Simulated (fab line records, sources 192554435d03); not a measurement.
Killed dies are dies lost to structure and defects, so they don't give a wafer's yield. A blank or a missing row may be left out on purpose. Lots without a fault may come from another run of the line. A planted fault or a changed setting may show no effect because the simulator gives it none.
fab line records | flow n5_finfet
record lots=9 wafers=27 last_day=17
route steps=1938 shown BEOL_M9@1424 PASSIVATION@1936
lots that met no fault: from a run of the same line without faults
start_h: hours from the record's first day to the start of the lot's first wafer shown | wait_h: hours since the lot's step before | " the same as in the row above | L1.1+2: a row that stands for several wafers | - no value, or no start given | * or withheld: withheld | < > ~ a bound
route shown NAME@n: a module of which the file shows steps, and the number in the route of the first | usual: mean/standard deviation of fault-free wafers | same: alike in all rows | chamber/n: place in a boat | sites: the reading at each site | _std_site: their standard deviation | _edge_site: outer sites' mean less inner sites' | radius_mm: how far each site lies from the wafer's centre | mask NAME#n: copy n | behind: the tool/chamber that last shaped the wafer | hold: why the lot was held/for how many hours/how that ended | device: the transistor (n, p or np) that didn't switch | end of line: the same wafers' tests at the end of the route | a step without rows: its recipe alone | killed: dies lost to structure and defects at the first sort, not the wafer's yield | map: a wafer's dies, x killed, . not, _ none there
set.NAME: the setting as run; set.NAME@STEP: as run at that earlier step | model.NAME: the simulator's own value behind a step, which no gauge read
steps of the route over a sample of lots; a table a step, a row a wafer
services: from which hour (start_h, from the record's first day; less than 0 if before it) a tool's chamber was out of use, for how many hours, and why
## steps
# step N5_BEOL_M9_CD_MEAS_18
# recipe pitch_nm=140 target_cd_nm=70
# usual cd_nm=69.9/0.75
# columns lot.wafer tool chamber start_h wait_h cd_nm
L161.2 cd_sem-01 - 214.58 0.1 70.0
L161.3 " - " " 70.7
L161.5 " - " " 70.7
L162.2 cd_sem-03 - 225.29 0.1 71.0
L162.3 " - " " 69.9
L162.4 " - " " 71.3
L165.2 cd_sem-01 - 234.24 0.1 69.2
L165.3 " - " " 70.0
L165.6 " - " " 70.1
L166.1 cd_sem-01 - 243.17 0.0 70.4
L166.4 " - " " 70.3
L166.5 " - " " 70.5
L178.2 cd_sem-02 - 299.46 0.1 69.5
L178.3 " - " " 70.0
L178.6 " - " " 69.6
L177.3 cd_sem-02 - 303.74 0.1 69.4
L177.4 " - " " 69.8
L177.5 " - " " 68.2
L179.1 cd_sem-03 - 330.15 0.0 69.2
L179.2 " - " " 68.7
L179.5 " - " " 69.3
L180.1 cd_sem-01 - 333.78 0.0 70.8
L180.2 " - " " 69.5
L180.5 " - " " 69.5
L183.2 cd_sem-02 - 351.60 0.1 69.3
L183.5 " - " " 69.8
L183.6 " - " " 69.6
# step N5_BEOL_M9_ETCH_76
# recipe chemistry=N2/H2 target=underlayer target_depth_a=65 mask_material=CAR-EUV time_s=5.2 ion_energy_ev=200 pressure_mtorr=30 source_w=840 bias_w=150 n2_flow_sccm=200 h2_flow_sccm=200 ends=cleared
# usual bias_w=150.0/0.46 chamber_pressure_mTorr=29.99/0.038 drypump_motor_current_A=5.8/0.38 etch_rf_on_time_s=5.19/0.15 n2_flow_sccm=200.1/0.57 oes_product_au=0.68/0.059 rf_vpp_V=524.7/2.7 showerhead_plenum_p_Torr=2.57/0.084 throttle_valve_pct=17.83/0.21
# columns lot.wafer tool chamber start_h wait_h bias_w chamber_pressure_mTorr drypump_motor_current_A etch_rf_on_time_s n2_flow_sccm oes_product_au rf_hours_counter_h rf_vpp_V showerhead_plenum_p_Torr throttle_valve_pct
L161.2 rie_diel-04 0 215.29 0.0 150.0 30.00 5.1 5.00 200.3 0.65 167 526.1 2.51 17.64
L161.3 " 1 " " 149.8 29.94 5.9 5.03 200.2 0.72 61 525.6 2.69 17.85
L161.5 " 1 " " 149.8 29.94 5.9 5.12 200.0 0.73 - 526.3 2.69 17.86
L162.2 rie_diel-05 1 226.34 0.0 149.9 29.97 6.1 5.11 200.7 0.66 123 520.1 2.44 17.86
L162.3 " 0 " " 150.6 30.03 5.9 5.45 200.0 0.75 23 526.8 2.60 17.85
L162.4 " 3 " " 149.3 30.07 6.2 5.06 199.4 0.61 237 524.7 2.61 17.95
L165.2 rie_diel-04 0 235.83 0.0 - - - - - - - - - -
L165.3 " 3 " " - - - - - - - - - -
L165.6 " 3 " " - - - - - - - - - -
L166.1 rie_diel-04 0 245.06 0.0 - - - - - - - - - -
L166.4 " 3 " " - - - - - - - - - -
L166.5 " 2 " " - - - - - - - - - -
L178.2 rie_diel-04 0 301.51 0.0 150.0 30.02 5.1 5.01 200.0 0.63 194 522.5 2.50 17.71
L178.3 " 3 " " 149.9 30.01 5.7 5.12 200.5 0.73 36 529.8 2.68 17.57
L178.6 " 0 " " 150.9 29.99 5.1 4.98 200.8 0.64 - 523.7 2.50 17.69
L177.3 rie_diel-05 1 305.31 0.0 148.7 30.01 6.1 5.15 200.8 0.65 149 522.2 2.43 17.91
L177.4 " 1 " " 148.8 29.97 6.1 5.17 200.6 0.64 - 522.9 2.43 17.91
L177.5 " 2 " " 150.0 29.96 5.3 5.14 200.4 0.64 - 523.0 2.56 18.19
L179.1 rie_diel-04 3 331.91 0.0 149.6 29.96 5.7 5.05 199.3 0.73 45 527.7 2.68 17.59
L179.2 " 0 " " 150.0 30.04 5.1 5.11 200.1 0.62 202 524.5 2.50 17.70
L179.5 " 2 " " 150.1 30.02 5.6 5.13 199.9 0.72 - 526.4 2.68 17.42
L180.1 rie_diel-05 2 335.35 0.0 150.2 29.99 5.3 5.26 199.7 0.64 156 522.8 2.56 18.20
L180.2 " 3 " " 149.3 30.01 6.2 5.05 199.3 0.82 8 526.8 2.60 17.55
L180.5 " 0 " " 149.7 29.98 5.9 5.51 200.2 0.70 - 526.0 2.58 17.92
L183.2 rie_diel-05 2 353.04 0.0 150.1 30.03 5.3 5.16 201.5 0.64 162 524.9 2.56 18.21
L183.5 " 0 " " 149.5 29.97 5.9 5.45 199.5 0.69 - 525.8 2.58 17.94
L183.6 " 3 " " 150.2 29.92 6.2 5.03 200.5 0.80 - 526.6 2.60 17.55
# step N5_BEOL_M9_ETCH_66
# recipe chemistry=N2/H2 target=SOC target_depth_a=800 overetch_a=160 mask_material=SiARC temp_c=40 time_s=120 ion_energy_ev=200 pressure_mtorr=30 source_w=840 bias_w=150 n2_flow_sccm=200 h2_flow_sccm=200
# usual bias_w=149.9/0.48 chamber_pressure_mTorr=30.000/0.028 drypump_motor_current_A=5.8/0.38 n2_flow_sccm=200.1/0.63 oes_product_au=0.61/0.054 rf_vpp_V=524.6/2.5 showerhead_plenum_p_Torr=2.57/0.084 throttle_valve_pct=17.78/0.21
# columns lot.wafer tool chamber start_h wait_h bias_w chamber_pressure_mTorr drypump_motor_current_A n2_flow_sccm oes_product_au rf_hours_counter_h rf_vpp_V showerhead_plenum_p_Torr throttle_valve_pct
L161.2 rie_diel-04 0 215.34 0.0 149.7 30.047 5.1 200.8 0.57 167 522.4 2.51 17.61
L161.3 " 1 " " 150.3 29.968 5.9 199.7 0.65 61 527.1 2.69 17.81
L161.5 " 1 " " 150.2 30.026 5.9 199.9 0.64 - 527.0 2.69 17.83
L162.2 rie_diel-05 1 226.39 0.0 149.8 29.949 6.1 200.2 0.58 123 521.9 2.44 17.82
L162.3 " 0 " " 150.9 29.951 5.9 200.5 0.69 23 526.3 2.60 17.82
L162.4 " 3 " " 149.6 29.965 6.2 200.8 0.54 237 526.8 2.61 17.92
L165.2 rie_diel-04 0 235.87 0.0 150.8 30.000 5.2 200.5 0.57 173 523.7 2.51 17.62
L165.3 " 3 " " 149.6 30.025 5.7 199.6 0.69 15 528.4 2.69 17.48
L165.6 " 3 " " 150.5 30.016 5.7 199.1 0.69 - 527.9 2.69 17.49
L166.1 rie_diel-04 0 245.10 0.0 150.3 30.054 5.1 199.9 0.57 176 523.7 2.51 17.61
L166.4 " 3 " " 149.6 30.001 5.7 200.1 0.67 18 529.6 2.69 17.47
L166.5 " 2 " " 150.2 30.046 5.6 199.1 0.66 - 528.5 2.69 17.35
L178.2 rie_diel-04 0 301.55 0.0 150.2 29.968 5.1 199.9 0.55 194 524.1 2.50 17.65
L178.3 " 3 " " 149.6 29.978 5.7 200.0 0.66 36 528.3 2.68 17.52
L178.6 " 0 " " 150.8 29.995 5.1 200.8 0.55 - 523.7 2.50 17.65
L177.3 rie_diel-05 1 305.35 0.0 150.3 29.961 6.1 200.2 0.58 149 518.5 2.43 17.86
L177.4 " 1 " " 149.8 29.968 6.1 198.7 0.58 - 522.2 2.43 17.86
L177.5 " 2 " " 150.0 30.042 5.3 200.1 0.58 - 525.1 2.56 18.13
L179.1 rie_diel-04 3 331.96 0.0 149.2 30.042 5.7 199.7 0.65 45 529.2 2.68 17.56
L179.2 " 0 " " 150.0 30.049 5.1 199.8 0.54 202 522.8 2.50 17.67
L179.5 " 2 " " 149.5 30.015 5.6 199.5 0.65 - 527.7 2.68 17.39
L180.1 rie_diel-05 2 335.39 0.0 149.7 29.993 5.3 201.5 0.57 156 523.1 2.56 18.15
L180.2 " 3 " " 150.6 29.985 6.2 199.6 0.72 8 525.4 2.60 17.51
L180.5 " 0 " " 148.9 30.006 5.9 199.8 0.65 - 525.9 2.58 17.87
L183.2 rie_diel-05 2 353.09 0.0 150.4 29.951 5.3 199.6 0.57 162 524.8 2.56 18.16
L183.5 " 0 " " 149.8 30.005 5.9 200.4 0.65 - 526.5 2.58 17.89
L183.6 " 3 " " 149.1 30.010 6.2 199.6 0.70 - 525.2 2.60 17.52
# step N5_BEOL_M9_TRENCH_ETCH_37
# recipe chemistry=C4F6/O2 target_depth_a=1514.3 target=SiCOH_lowk time_s=49 ion_energy_ev=250 pressure_mtorr=30 source_w=345 bias_w=185 Ar_flow_sccm=300 C4F6_flow_sccm=10 O2_flow_sccm=10
# usual C4F6_flow_sccm=9.999/0.029 O2_flow_sccm=9.99/0.03 drypump_motor_current_A=5.8/0.38 oes_f_703_au=0.80/0.067 oes_product_au=0.80/0.071 rf_vpp_V=665/14 showerhead_plenum_p_Torr=2.87/0.081 throttle_valve_pct=20.90/0.19
# columns lot.wafer tool chamber start_h wait_h C4F6_flow_sccm O2_flow_sccm drypump_motor_current_A oes_f_703_au oes_product_au rf_hours_counter_h rf_vpp_V showerhead_plenum_p_Torr throttle_valve_pct
L161.2 rie_diel-04 0 - - 9.961 9.98 5.1 0.77 0.76 167 646 2.85 20.91
L161.3 " 1 " " 10.004 9.99 5.9 0.87 0.84 61 666 2.99 20.93
L161.5 " 1 " " 10.022 9.98 5.8 0.87 0.85 - 666 2.99 20.93
L162.2 rie_diel-05 1 - - 10.067 10.01 6.1 0.78 0.77 123 660 2.77 21.12
L162.3 " 0 " " 10.007 9.97 5.9 0.86 0.90 23 677 2.90 20.84
L162.4 " 3 " " 9.991 9.98 6.2 0.73 0.70 237 644 2.90 20.85
L165.2 rie_diel-04 0 - - 10.026 9.95 5.1 0.77 0.75 173 648 2.84 20.91
L165.3 " 3 " " 10.014 10.01 5.7 0.89 0.92 15 672 3.02 20.70
L165.6 " 3 " " 9.987 9.97 5.7 0.89 0.92 - 673 3.02 20.72
L166.1 rie_diel-04 0 - - 9.959 9.99 5.1 0.77 0.75 176 646 2.84 20.92
L166.4 " 3 " " 10.058 10.02 5.7 0.88 0.91 18 672 3.01 20.72
L166.5 " 2 " " 10.012 10.04 5.6 0.85 0.88 - 679 3.02 20.60
L178.2 rie_diel-04 0 - - 10.006 10.03 5.1 0.75 0.73 194 646 2.84 20.95
L178.3 " 3 " " 9.984 10.00 5.7 0.85 0.86 37 671 3.01 20.73
L178.6 " 0 " " 9.991 10.02 5.1 0.75 0.73 - 646 2.84 20.97
L177.3 rie_diel-05 1 - - 9.970 9.99 6.1 0.76 0.76 149 659 2.76 21.15
L177.4 " 1 " " 10.052 10.00 6.1 0.77 0.76 - 660 2.76 21.16
L177.5 " 2 " " 9.995 9.98 5.3 0.74 0.76 - 688 2.84 21.11
L179.1 rie_diel-04 3 - - 10.009 10.00 5.7 0.83 0.85 45 670 3.00 20.74
L179.2 " 0 " " 10.015 10.03 5.1 0.75 0.71 202 644 2.83 20.94
L179.5 " 2 " " 9.983 10.00 5.6 0.81 0.84 - 677 3.01 20.65
L180.1 rie_diel-05 2 - - 10.035 9.97 5.3 0.74 0.75 156 686 2.83 21.12
L180.2 " 3 " " 10.008 10.02 6.2 0.98 0.96 8 644 2.89 20.49
L180.5 " 0 " " 10.013 10.06 5.9 0.80 0.84 - 676 2.88 20.87
L183.2 rie_diel-05 2 - - 9.976 9.95 5.3 0.74 0.74 162 687 2.83 21.12
L183.5 " 0 " " 9.959 9.94 5.9 0.80 0.82 - 677 2.88 20.90
L183.6 " 3 " " 10.018 10.03 6.2 0.96 0.93 - 643 2.89 20.53
# step N5_PASSIVATION_PROBE_49
# usual defect_limited_yield=91.4/1.5 killed_at_M0_to_M3=34/12 killed_at_M4_up=12/4.9 killed_at_contacts=13/7.2 killed_at_front_end=39/12 killed_at_other=3.7/2.9 killed_dies=101/18 killed_open=67/14 killed_short=33/7.2 sort_bin_5_function=5.1/0.97 sort_bin_6_memory=3.2/0.67 sort_n_pass=1079/17 sort_yield_pct=91.4/1.5
# same gross_dies=1180 killed_at_back_side=0 sort_bin_4_leakage[%]=0 sort_bin_8_speed[%]=0
# columns lot.wafer tool chamber start_h wait_h defect_limited_yield[%] killed_at_M0_to_M3 killed_at_M4_up killed_at_contacts killed_at_front_end killed_at_other killed_dies killed_open killed_short sort_bin_5_function[%] sort_bin_6_memory[%] sort_n_pass sort_yield_pct[%]
L161.2 prober-01 - 282.32 0.1 90.6 58 10 9 33 1 111 78 31 5.8 3.2 1069 90.6
L161.3 prober-01 - 282.37 0.1 90.8 50 3 14 39 2 108 69 38 5.4 3.3 1072 90.8
L161.5 prober-01 - 282.47 0.2 93.4 22 13 9 33 1 78 45 33 4.1 2.4 1102 93.4
L166.1 prober-02 - 309.86 0.0 92.8 29 16 14 25 1 85 58 27 5.3 1.9 1095 92.8
L166.4 prober-02 - 310.01 0.2 93.1 34 9 8 29 1 81 53 28 3.6 2.9 1099 93.1
L166.5 prober-02 - 310.06 0.2 91.9 41 9 16 30 0 96 71 25 4.8 3.2 1084 91.9
L178.2 prober-01 - 363.49 0.1 91.9 33 12 8 41 2 96 58 33 4.7 3.4 1084 91.9
L178.3 prober-01 - 363.54 0.1 92.5 25 11 7 44 1 88 47 33 5.0 2.2 1092 92.5
L178.6 prober-01 - 363.69 0.3 89.7 52 10 6 50 4 122 78 41 5.8 3.9 1058 89.7
# killed by level:class
L161.2 BEOL_M2:geometric_particle:open=18 BEOL_M1:geometric_particle:open=12 FIN_SAQP:geometric_particle:short=9 MOL_CONTACT_COAG:geometric_particle:open=9 BEOL_M0_SAQP:geometric_particle:short=8 STI_FIN_REVEAL:geometric_particle:open=6 BEOL_M3:geometric_particle:open=6 BEOL_M0_SAQP:geometric_particle:open=5
L161.3 MOL_CONTACT_COAG:geometric_particle:open=12 BEOL_M2:geometric_particle:open=12 STI_FIN_REVEAL:geometric_particle:open=9 BEOL_M0_SAQP:geometric_particle:short=8 BEOL_M1:geometric_particle:open=8 FIN_SAQP:geometric_particle:short=7 BEOL_M1:geometric_particle:short=6 BEOL_M0_SAQP:geometric_particle:open=5
L161.5 FIN_SAQP:geometric_particle:short=7 MOL_CONTACT_COAG:geometric_particle:open=7 GATE_CUT:geometric_particle:short=6 BEOL_M0_SAQP:geometric_particle:short=6 FIN_SAQP:geometric_particle:open=5 BEOL_M1:geometric_particle:open=5 GATE_CUT:geometric_particle:open=4 BEOL_M0_SAQP:geometric_particle:open=4
L166.1 MOL_CONTACT_COAG:geometric_particle:open=13 BEOL_M0_SAQP:geometric_particle:short=9 BEOL_M4:geometric_particle:open=8 BEOL_M0_SAQP:geometric_particle:open=5 STARTING-WAFER:geometric_particle:open=5 FIN_SAQP:geometric_particle:open=4 BEOL_M1:geometric_particle:open=4 STI_FIN_REVEAL:geometric_particle:open=3
L166.4 BEOL_M0_SAQP:geometric_particle:open=16 BEOL_M0_SAQP:geometric_particle:short=8 MOL_CONTACT_COAG:geometric_particle:open=7 GATE_CUT:geometric_particle:short=6 GATE_CUT:geometric_particle:open=6 DUMMY_GATE:geometric_particle:open=5 STI_FIN_REVEAL:geometric_particle:open=4 FIN_SAQP:geometric_particle:short=2
L166.5 BEOL_M2:geometric_particle:open=13 MOL_CONTACT_COAG:geometric_particle:open=13 BEOL_M0_SAQP:geometric_particle:open=13 FIN_SAQP:geometric_particle:open=12 BEOL_M0_SAQP:geometric_particle:short=6 GATE_CUT:geometric_particle:short=5 STI_FIN_REVEAL:geometric_particle:open=4 DUMMY_GATE:geometric_particle:open=4
L178.2 BEOL_M0_SAQP:geometric_particle:short=8 FIN_SAQP:geometric_particle:open=7 STI_FIN_REVEAL:geometric_particle:open=7 BEOL_M2:geometric_particle:open=7 BEOL_M0_SAQP:geometric_particle:open=6 BEOL_M1:geometric_particle:open=5 BEOL_M4:geometric_particle:open=5 MOL_CONTACT_COAG:geometric_particle:short=4
L178.3 STI_FIN_REVEAL:geometric_particle:open=11 FIN_SAQP:geometric_particle:open=9 FIN_SAQP:geometric_particle:short=8 BEOL_M0_SAQP:geometric_particle:short=7 MOL_CONTACT_COAG:geometric_particle:open=6 BEOL_M0_SAQP:geometric_particle:open=6 BEOL_M1:geometric_particle:short=4 STI_FIN_REVEAL:geometric_particle:short=3
L178.6 STI_FIN_REVEAL:geometric_particle:open=21 BEOL_M0_SAQP:geometric_particle:short=12 BEOL_M3:geometric_particle:open=12 BEOL_M0_SAQP:geometric_particle:open=10 BEOL_M1:geometric_particle:open=9 STI_FIN_REVEAL:geometric_particle:short=7 GATE_CUT:geometric_particle:short=7 GATE_CUT:geometric_particle:open=5
## services
# columns tool chamber start_h hours kind
rie_diel-04 0 202.29 6.5 repair
rie_diel-05 2 205.97 1.6 repair
rie_diel-05 - 216.89 0.8 repair
rie_diel-04 2 233.69 4.1 repair
rie_diel-04 2 252.40 19.3 repair
rie_diel-05 3 276.30 - clean
rie_diel-05 3 276.30 - consumable_replace:focus_ring
rie_diel-05 3 276.30 31.9 scheduled_down
rie_diel-05 3 276.30 31.9 vent_cycle
rie_diel-04 0 346.38 11.2 repair
## key
first_sign step=N5_BEOL_M9_ETCH_76 reading=tool_record direction=missing
effect none on later readings
met_at N5_BEOL_M9_ETCH_76
struck_lots L165,L166
not_acting_at N5_BEOL_M9_CD_MEAS_18,N5_BEOL_M9_ETCH_66,N5_BEOL_M9_TRENCH_ETCH_37
onset_between 215.29 235.83
fault kind=skipped_step_whole tool=rie_diel-04 chamber=- onset_h=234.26 steps=N5_BEOL_M9_ETCH_76 scope=struck_lots_only
